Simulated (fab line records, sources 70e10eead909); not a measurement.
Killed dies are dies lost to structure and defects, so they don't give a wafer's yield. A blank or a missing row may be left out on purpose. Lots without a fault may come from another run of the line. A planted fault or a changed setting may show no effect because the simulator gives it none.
fab line records | flow nand_harc | part 1 of 2: steps 1 to 3 of 6
record lots=24 wafers=72 last_day=33
route steps=1302 shown A_STAIRCASE@677
lots that met no fault: from a run of the same line without faults
start_h: hours from the record's first day to the start of the lot's first wafer shown | wait_h: hours since the lot's step before | " the same as in the row above | L1.1+2: a row that stands for several wafers | - no value, or no start given | * or withheld: withheld | < > ~ a bound
route shown NAME@n: a module of which the file shows steps, and the number in the route of the first | usual: mean/standard deviation of fault-free wafers | same: alike in all rows | chamber/n: place in a boat | sites: the reading at each site | _std_site: their standard deviation | _edge_site: outer sites' mean less inner sites' | radius_mm: how far each site lies from the wafer's centre | mask NAME#n: copy n | behind: the tool/chamber that last shaped the wafer | hold: why the lot was held/for how many hours/how that ended | device: the transistor (n, p or np) that didn't switch | end of line: the same wafers' tests at the end of the route | a step without rows: its recipe alone | killed: dies lost to structure and defects at the first sort, not the wafer's yield | map: a wafer's dies, x killed, . not, _ none there
set.NAME: the setting as run; set.NAME@STEP: as run at that earlier step | model.NAME: the simulator's own value behind a step, which no gauge read
steps of the route over a sample of lots; a table a step, a row a wafer
services: from which hour (start_h, from the record's first day; less than 0 if before it) a tool's chamber was out of use, for how many hours, and why
## steps
# step NHARC_A_STAIRCASE_TRIM_20
# recipe time_s=211.2 o2_flow_sccm=500 ar_flow_sccm=0 bias_w=0 chemistry=O2
# usual drypump_motor_current_A=5.7/0.5 oes_product_au=1.009/0.016 rf_vpp_V=57.7/0.96 showerhead_plenum_p_Torr=3.47/0.14 throttle_valve_pct=17.036/0.0091
# columns lot.wafer tool chamber start_h wait_h drypump_motor_current_A oes_product_au rf_hours_counter_h rf_vpp_V showerhead_plenum_p_Torr throttle_valve_pct
L074.3 rie_diel-13 2 357.42 0.1 5.8 1.010 3 56.8 3.29 17.042
L074.2 " 1 " " 6.2 1.007 3 59.2 3.39 17.036
L074.6 " 2 " " 5.7 1.008 - 57.4 3.29 17.044
L075.2 rie_diel-13 0 364.07 0.1 4.7 1.021 5 57.4 3.65 17.051
L075.6 " 2 " " 5.7 1.004 - 57.4 3.29 17.038
L075.5 " 3 " " 5.9 1.039 - 57.4 3.48 17.046
L077.4 rie_diel-12 0 376.99 0.1 6.2 0.988 31 56.2 3.42 17.030
L077.1 " 1 " " 5.4 1.006 31 57.7 3.27 17.043
L077.3 " 2 " " 5.1 0.979 31 58.1 3.57 17.040
L076.4 rie_diel-13 0 377.45 0.1 4.7 1.033 9 59.3 3.65 17.034
L076.1 " 1 " " 6.2 1.000 8 56.8 3.38 17.036
L076.3 " 3 " " 5.9 1.043 7 57.2 3.47 17.026
L078.2 rie_diel-13 1 386.38 0.1 6.2 1.019 11 57.2 3.38 17.023
L078.3 " 3 " " 5.9 1.034 10 57.4 3.47 17.030
L078.6 " 3 " " 5.9 1.031 - 56.3 3.47 17.035
L079.2 rie_diel-04 3 397.51 0.1 5.4 1.008 11 58.0 3.35 17.025
L079.3 " 1 " " 5.6 1.001 12 57.6 3.46 17.022
L079.6 " 3 " " 5.4 1.020 - 57.1 3.35 17.026
L080.4 rie_diel-12 2 415.06 0.1 5.1 0.984 42 57.3 3.56 17.027
L080.6 " 3 " " 6.1 1.008 - 58.1 3.57 17.042
L080.5 " 0 " " 6.3 0.996 - 56.9 3.41 17.050
L081.2 rie_diel-13 3 415.28 0.1 5.9 1.036 21 57.0 3.47 17.010
L081.1 " 1 " " 6.2 0.997 21 58.1 3.38 17.030
L081.6 " 3 " " 5.9 1.037 - 58.2 3.47 17.052
L082.1 rie_diel-13 3 435.35 0.1 5.9 1.040 25 58.8 3.47 17.048
L082.4 " 1 " " 6.2 1.017 25 57.5 3.38 17.055
L082.6 " 3 " " 5.9 1.043 - 56.0 3.47 17.033
L083.4 rie_diel-13 2 462.88 0.1 5.7 1.007 24 58.2 3.28 17.033
L083.1 " 0 " " 4.7 1.020 29 58.3 3.64 17.038
L083.6 " 2 " " 5.7 1.001 - 58.1 3.28 17.046
L084.1 rie_diel-13 3 464.18 0.1 5.9 1.037 30 57.1 3.46 17.030
L084.2 " 1 " " 6.2 1.007 29 57.0 3.37 17.036
L084.6 " 2 " " 5.8 0.994 - 57.4 3.28 17.036
L085.1 rie_diel-13 0 472.36 0.1 4.7 1.016 33 60.1 3.64 17.031
L085.2 " 1 " " 6.2 0.999 32 57.9 3.37 17.028
L085.6 " 0 " " 4.7 1.013 - 59.1 3.64 17.022
L086.2 rie_diel-13 2 484.34 0.1 5.7 1.000 30 57.0 3.27 17.033
L086.3 " 1 " " 6.2 1.003 34 58.3 3.37 17.034
L086.5 " 3 " " 5.9 1.050 - 59.1 3.46 17.057
L087.4 rie_diel-13 0 502.50 0.1 4.7 1.028 41 57.3 3.63 17.037
L087.3 " 1 " " 6.2 0.999 41 55.8 3.37 17.048
L087.5 " 0 " " 4.7 1.022 - 57.9 3.63 17.034
L089.6 rie_diel-12 0 503.75 0.1 6.2 0.992 - 57.1 3.40 17.031
L089.5 " 1 " " 5.4 1.010 - 58.3 3.80 17.033
L089.4 " 2 " " 5.1 1.005 - 57.4 3.55 17.028
L088.4 rie_diel-13 1 507.28 0.1 6.2 0.997 42 57.2 3.37 17.035
L088.3 " 3 " " 5.8 1.022 44 58.0 3.46 17.051
L088.1 " 0 " " 4.7 1.015 43 57.5 3.63 17.028
L090.3 rie_diel-04 0 517.27 0.1 6.0 1.009 49 58.3 3.54 17.017
L090.1 " 2 " " 5.2 1.032 50 58.5 3.52 17.025
L090.6 " 3 " " 5.4 1.011 - 56.4 3.33 17.021
L091.4 rie_diel-12 2 531.29 0.1 5.1 0.994 24 58.0 3.54 17.036
L091.1 " 3 " " 6.2 1.000 22 60.2 3.56 17.040
L091.5 " 0 " " 6.2 0.995 - 56.1 3.39 17.042
L092.4 rie_diel-12 1 539.26 0.1 5.4 1.021 34 58.3 3.79 17.036
L092.3 " 2 " " 5.1 0.985 28 57.7 3.54 17.025
L092.6 " 0 " " 6.2 0.989 - 56.3 3.39 17.043
L093.4 rie_diel-12 3 544.83 0.1 6.1 0.997 28 58.7 3.56 17.054
L093.2 " 2 " " 5.1 1.002 30 58.6 3.54 17.037
L093.5 " 0 " " 6.2 0.995 - 57.2 3.39 17.027
L095.3 rie_diel-12 1 558.34 0.1 5.4 1.006 43 58.3 3.78 17.039
L095.4 " 3 " " 6.2 0.995 32 59.8 3.55 17.034
L095.2 " 0 " " 6.2 0.985 43 58.1 3.38 17.018
L094.4 rie_diel-04 2 558.64 0.1 5.2 1.014 5 59.0 3.51 17.040
L094.5 " 2 " " 5.2 1.015 - 59.4 3.51 17.037
L094.6 " 3 " " 5.4 1.029 - 58.0 3.32 17.040
L096.4 rie_diel-04 2 573.18 0.1 5.2 1.016 8 58.1 3.51 17.034
L096.5 " 1 " " 5.5 0.997 - 57.5 3.43 17.045
L096.6 " 2 " " 5.2 1.011 - 58.5 3.51 17.045
L097.4 rie_diel-13 2 593.62 0.1 5.7 0.983 21 57.9 3.80 17.026
L097.3 " 3 " " 5.9 1.017 24 57.5 3.44 17.029
L097.5 " 3 " " 5.9 1.016 - 58.9 3.44 17.034
# step NHARC_A_STAIRCASE_TRIM_22
# recipe time_s=211.2 o2_flow_sccm=500 ar_flow_sccm=0 bias_w=0 chemistry=O2
# usual drypump_motor_current_A=5.6/0.5 oes_product_au=1.007/0.017 rf_vpp_V=57.6/0.98 showerhead_plenum_p_Torr=3.48/0.14 throttle_valve_pct=17.036/0.0092
# columns lot.wafer tool chamber start_h wait_h drypump_motor_current_A oes_product_au rf_hours_counter_h rf_vpp_V showerhead_plenum_p_Torr throttle_valve_pct
L074.2 rie_diel-13 0 - - 4.7 1.010 3 58.2 3.65 17.038
L074.3 " 2 " " 5.7 1.006 3 57.0 3.29 17.029
L074.6 " 2 " " 5.7 1.008 - 57.4 3.29 17.041
L075.2 rie_diel-13 1 - - 6.2 0.996 5 56.4 3.39 17.035
L075.6 " 1 " " 6.2 1.000 - 57.0 3.39 17.030
L075.5 " 2 " " 5.7 1.007 - 56.5 3.29 17.029
L077.1 rie_diel-12 2 - - 5.1 0.979 31 57.9 3.57 17.050
L077.3 " 3 " " 6.1 0.996 31 59.4 3.58 17.036
L077.4 " 0 " " 6.2 0.989 31 58.1 3.42 17.028
L076.1 rie_diel-13 1 - - 6.2 1.013 8 57.7 3.38 17.029
L076.3 " 3 " " 5.9 1.047 8 56.5 3.48 17.041
L076.4 " 0 " " 4.7 1.019 - 59.0 3.65 17.027
L078.2 rie_diel-13 3 - - 5.9 1.035 11 57.6 3.47 17.038
L078.3 " 1 " " 6.2 0.990 12 57.8 3.38 17.038
L078.6 " 3 " " 5.9 1.041 - 58.0 3.47 17.034
L079.2 rie_diel-04 1 - - 5.5 1.002 12 59.1 3.46 17.046
L079.3 " 3 " " 5.4 0.996 12 57.4 3.35 17.040
L079.6 " 1 " " 5.5 1.008 - 56.9 3.46 17.027
L080.4 rie_diel-12 3 - - 6.1 0.993 44 56.9 3.58 17.031
L080.5 " 2 " " 5.1 0.978 - 56.3 3.56 17.048
L080.6 " 3 " " 6.2 0.984 - 56.6 3.58 17.035
L081.2 rie_diel-13 2 - - 5.7 0.995 17 56.6 3.28 17.043
L081.1 " 1 " " 6.2 1.005 21 56.9 3.38 17.045
L081.6 " 3 " " 5.8 1.053 - 57.4 3.47 17.038
L082.4 rie_diel-13 2 - - 5.7 1.000 20 57.6 3.28 17.031
L082.1 " 0 " " 4.7 1.014 25 59.6 3.64 17.046
L082.6 " 2 " " 5.7 0.995 - 57.8 3.28 17.040
L083.4 rie_diel-13 1 - - 6.2 1.010 28 56.5 3.37 17.034
L083.1 " 2 " " 5.7 1.003 24 56.0 3.28 17.047
L083.6 " 2 " " 5.7 1.001 - 55.9 3.28 17.040
L084.2 rie_diel-13 2 - - 5.8 0.988 25 55.2 3.28 17.033
L084.1 " 1 " " 6.2 0.995 29 57.2 3.37 17.034
L084.6 " 3 " " 5.9 1.033 - 58.0 3.46 17.043
L085.1 rie_diel-13 1 - - 6.2 1.007 32 56.9 3.37 17.036
L085.2 " 0 " " 4.7 1.023 33 58.6 3.64 17.022
L085.6 " 2 " " 5.7 0.997 - 57.0 3.27 17.039
L086.3 rie_diel-13 2 - - 5.7 0.998 30 57.0 3.27 17.034
L086.2 " 1 " " 6.2 1.001 34 55.9 3.37 17.029
L086.5 " 3 " " 5.9 1.037 - 57.4 3.46 17.046
L087.4 rie_diel-13 2 - - 5.7 0.997 37 55.5 3.27 17.043
L087.3 " 3 " " 5.9 1.040 43 57.5 3.46 17.031
L087.5 " 0 " " 4.7 1.032 - 57.2 3.63 17.021
L089.5 rie_diel-12 1 - - 5.4 1.013 - 57.7 3.80 17.038
L089.4 " 2 " " 5.1 1.017 - 56.4 3.55 17.039
L089.6 " 0 " " 6.2 0.992 - 58.4 3.40 17.051
L088.3 rie_diel-13 0 - - 4.7 1.023 43 56.5 3.63 17.059
L088.1 " 2 " " 5.7 0.995 39 57.6 3.27 17.039
L088.4 " 3 " " 5.9 1.033 44 57.7 3.45 17.044
L090.3 rie_diel-04 1 - - 5.5 0.999 47 56.8 3.44 17.029
L090.1 " 2 " " 5.2 1.021 50 58.2 3.52 17.057
L090.6 " 1 " " 5.6 1.006 - 56.7 3.44 17.036
L091.4 rie_diel-12 1 - - 5.4 1.018 29 58.6 3.79 17.040
L091.1 " 3 " " 6.2 1.000 22 58.4 3.56 17.021
L091.5 " 1 " " 5.4 1.005 - 57.7 3.79 17.031
L092.3 rie_diel-12 2 - - 5.1 1.001 28 57.9 3.54 17.039
L092.4 " 0 " " 6.2 0.998 35 57.3 3.39 17.058
L092.6 " 3 " " 6.1 1.006 - 58.6 3.56 17.027
L093.2 rie_diel-12 3 - - 6.1 1.008 28 57.2 3.56 17.017
L093.4 " 0 " " 6.2 0.985 37 56.9 3.39 17.026
L093.5 " 1 " " 5.4 1.007 - 58.9 3.79 17.038
L095.2 rie_diel-12 0 - - 6.2 0.983 43 57.0 3.39 17.031
L095.3 " 1 " " 5.4 1.020 43 56.3 3.78 17.039
L095.4 " 3 " " 6.1 0.997 32 58.2 3.55 17.026
L094.4 rie_diel-04 1 - - 5.5 0.981 6 58.9 3.43 17.039
L094.6 " 0 " " 6.0 0.967 - 57.5 3.54 17.052
L094.5 " 1 " " 5.5 0.982 - 57.4 3.43 17.043
L096.4 rie_diel-04 2 - - 5.2 1.016 9 58.0 3.51 17.027
L096.6 " 1 " " 5.6 0.999 - 58.5 3.43 17.028
L096.5 " 2 " " 5.2 1.016 - 57.9 3.51 17.023
L097.4 rie_diel-13 1 - - 6.2 1.010 20 58.3 3.35 17.031
L097.3 " 2 " " 5.7 0.970 21 58.7 3.80 17.028
L097.5 " 1 " " 6.2 1.002 - 57.8 3.35 17.035
# step NHARC_A_STAIRCASE_TRIM_24
# recipe time_s=211.2 o2_flow_sccm=500 ar_flow_sccm=0 bias_w=0 chemistry=O2
# usual drypump_motor_current_A=5.6/0.51 oes_product_au=1.009/0.016 rf_vpp_V=57.7/0.92 showerhead_plenum_p_Torr=3.48/0.14 throttle_valve_pct=17.037/0.01
# columns lot.wafer tool chamber start_h wait_h drypump_motor_current_A oes_product_au rf_hours_counter_h rf_vpp_V showerhead_plenum_p_Torr throttle_valve_pct
L074.2 rie_diel-13 2 - - 5.7 1.009 3 59.4 3.29 17.017
L074.3 " 0 " " 4.7 1.012 3 58.4 3.65 17.047
L074.6 " 2 " " 5.7 1.009 - 57.4 3.29 17.039
L075.2 rie_diel-13 3 - - 5.9 1.041 3 58.6 3.48 17.042
L075.5 " 0 " " 4.7 1.008 - 57.2 3.65 17.030
L075.6 " 1 " " 6.2 1.004 - 56.9 3.39 17.025
L077.4 rie_diel-12 0 - - 6.3 1.005 31 58.4 3.42 17.060
L077.1 " 1 " " 5.4 1.024 31 56.6 3.27 17.028
L077.3 " 3 " " 6.1 0.999 31 58.5 3.58 17.021
L076.3 rie_diel-13 3 - - 5.9 1.049 8 56.5 3.47 17.040
L076.1 " 0 " " 4.7 1.027 9 60.1 3.65 17.055
L076.4 " 0 " " 4.7 1.021 - 58.4 3.65 17.053
L078.3 rie_diel-13 3 - - 5.9 1.029 11 58.5 3.47 17.057
L078.2 " 0 " " 4.7 1.018 12 58.5 3.65 17.043
L078.6 " 0 " " 4.7 1.020 - 57.9 3.65 17.045
L079.2 rie_diel-04 2 - - 5.2 1.014 12 57.1 3.54 17.041
L079.3 " 1 " " 5.6 0.996 12 58.2 3.46 17.033
L079.6 " 2 " " 5.2 1.012 - 58.8 3.54 17.035
L080.4 rie_diel-12 0 - - 6.2 0.993 43 57.7 3.41 17.038
L080.6 " 3 " " 6.2 0.986 - 59.2 3.57 17.031
L080.5 " 0 " " 6.2 0.994 - 59.6 3.41 17.029
L081.2 rie_diel-13 0 - - 4.7 1.024 21 58.9 3.64 17.017
L081.1 " 1 " " 6.2 1.015 21 56.9 3.38 17.032
L081.6 " 3 " " 5.8 1.051 - 58.8 3.47 17.045
L082.4 rie_diel-13 2 - - 5.7 1.001 21 56.7 3.28 17.033
L082.1 " 3 " " 5.9 1.034 25 57.5 3.46 17.045
L082.6 " 0 " " 4.7 1.015 - 57.9 3.64 17.027
L083.4 rie_diel-13 3 - - 5.8 1.028 30 57.4 3.46 17.039
L083.1 " 2 " " 5.7 0.988 25 57.1 3.28 17.044
L083.6 " 0 " " 4.7 1.013 - 58.8 3.64 17.029
L084.1 rie_diel-13 0 - - 4.7 1.019 30 57.1 3.64 17.042
L084.2 " 1 " " 6.2 1.004 29 58.5 3.37 17.035
L084.6 " 3 " " 5.8 1.037 - 57.5 3.46 17.027
L085.1 rie_diel-13 2 - - 5.7 0.996 28 56.0 3.27 17.042
L085.2 " 1 " " 6.1 1.000 32 57.4 3.37 17.041
L085.6 " 2 " " 5.7 0.982 - 55.4 3.27 17.022
L086.3 rie_diel-13 2 - - 5.7 1.008 30 57.5 3.27 17.053
L086.2 " 3 " " 5.9 1.044 37 56.7 3.46 17.027
L086.5 " 3 " " 5.9 1.043 - 55.6 3.46 17.049
L087.4 rie_diel-13 3 - - 5.9 1.024 43 57.2 3.46 17.043
L087.3 " 0 " " 4.7 1.025 42 58.2 3.63 17.040
L087.5 " 1 " " 6.2 1.001 - 55.9 3.37 17.031
L089.4 rie_diel-12 2 - - 5.1 0.989 - 58.0 3.55 17.032
L089.5 " 0 " " 6.2 0.998 - 57.0 3.40 17.047
L089.6 " 1 " " 5.4 1.007 - 57.5 3.80 17.049
L088.4 rie_diel-13 0 - - 4.7 1.026 43 58.4 3.63 17.013
L088.3 " 1 " " 6.2 1.009 42 56.8 3.37 17.042
L088.1 " 2 " " 5.7 1.006 39 57.0 3.27 17.036
L090.1 rie_diel-04 3 - - 5.4 1.009 55 58.5 3.33 17.021
L090.3 " 1 " " 5.5 1.007 48 56.4 3.44 17.039
L090.6 " 2 " " 5.2 1.025 - 57.7 3.52 17.036
L091.1 rie_diel-12 3 - - 6.1 0.994 22 55.9 3.56 17.045
L091.4 " 0 " " 6.2 0.977 29 58.9 3.39 17.042
L091.5 " 1 " " 5.4 1.018 - 58.8 3.79 17.025
L092.4 rie_diel-12 2 - - 5.1 1.002 28 58.1 3.54 17.029
L092.3 " 1 " " 5.4 1.013 34 58.0 3.79 17.047
L092.6 " 2 " " 5.1 1.013 - 57.5 3.54 17.043
L093.4 rie_diel-12 1 - - 5.4 1.002 37 57.9 3.79 17.030
L093.2 " 3 " " 6.2 0.998 28 57.3 3.56 17.034
L093.5 " 0 " " 6.2 0.988 - 57.7 3.39 17.035
L095.2 rie_diel-12 1 - - 5.4 1.011 43 57.5 3.78 17.022
L095.3 " 2 " " 5.1 0.997 35 57.2 3.54 17.042
L095.4 " 3 " " 6.2 1.001 32 59.4 3.55 17.045
L094.4 rie_diel-04 2 - - 5.1 1.015 6 59.1 3.51 17.031
L094.6 " 2 " " 5.1 1.013 - 57.5 3.51 17.031
L094.5 " 3 " " 5.4 1.023 - 57.3 3.32 17.018
L096.4 rie_diel-04 0 - - 6.0 0.985 9 59.1 3.54 17.040
L096.5 " 1 " " 5.5 0.992 - 57.0 3.43 17.026
L096.6 " 2 " " 5.2 1.019 - 55.8 3.51 17.032
L097.4 rie_diel-13 2 - - 5.7 0.984 21 58.1 3.80 17.033
L097.3 " 0 " " 4.7 1.013 23 56.0 3.61 17.034
L097.5 " 2 " " 5.7 0.981 - 58.9 3.80 17.055
